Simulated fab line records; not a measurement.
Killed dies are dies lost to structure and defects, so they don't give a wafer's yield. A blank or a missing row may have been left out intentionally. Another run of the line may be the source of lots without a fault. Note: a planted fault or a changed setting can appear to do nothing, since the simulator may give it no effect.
What tool caused it? ; flow n5_finfet ; at 1 step of a route of 1938, 10 lots with 29 wafers sampled

WHAT THE GAUGES SHOWED, per wafer
N5_BEOL_M8_CD_MEAS_18: pitch 80 nm, target cd 40 nm.
lot;measured;on;cd_nm (nm)
L812;day 10 15:36;cd_sem-02;40.5 40.6 40.2
L820;day 12 01:34;cd_sem-03;40.9 40.3 40.5
L819;day 12 10:42;cd_sem-03;39.9 39.4 39.5
L823;day 14 03:14;cd_sem-03;40.6 39.8 39.2
L827;day 15 06:29;cd_sem-01;39.9 40.6 40.5
L830;day 15 10:20;cd_sem-02;40.2 40.9
L829;day 15 10:23;cd_sem-01;39.6 38.5 40.0
L831;day 15 17:58;cd_sem-02;40.0 40.9 40.0
L832;day 15 23:32;cd_sem-03;38.7 39.7 40.2
L833;day 16 04:26;cd_sem-03;38.4 39.4 40.1

TOOL THAT RAN EACH LOT (tool first, then ch and the chambers of the sampled wafers, then the start)
Record: no process step prior to these readings.

WHAT THE TOOLS THEMSELVES READ (means of the sampled wafers that have a number; where no wafer has one, the mark that the record gives instead)
The record holds no such reading with a usual standard deviation.

THE ANSWER, worked out from the rows above alone
Rule: the lots themselves supply what counts as usual. The widest of any qualifying gaps counts: lots, ordered by their means at a reading, are off when they make up no more than a third of the lots, leave a main group of 4 or more, and stand apart from it by 3 or more times the standard deviation of that group's means. A main group whose means are all the same, to the digits that the tables above print for the reading, isn't used. Also off: a lot with no number at a reading for which 4 or more lots have one. All remaining lots with rows at the step are treated as sound. After the gauges, taken in route order, come the tools' own readings; for these a lot's mean is taken, as printed above. The first step at which some lot is off is used, and at that step the reading that is off furthest; a lot without a number counts as furthest.
Across all readings shown, no lot is off: no conclusion can be drawn from this.

WHAT WAS PUT IN BY THE SIMULATOR
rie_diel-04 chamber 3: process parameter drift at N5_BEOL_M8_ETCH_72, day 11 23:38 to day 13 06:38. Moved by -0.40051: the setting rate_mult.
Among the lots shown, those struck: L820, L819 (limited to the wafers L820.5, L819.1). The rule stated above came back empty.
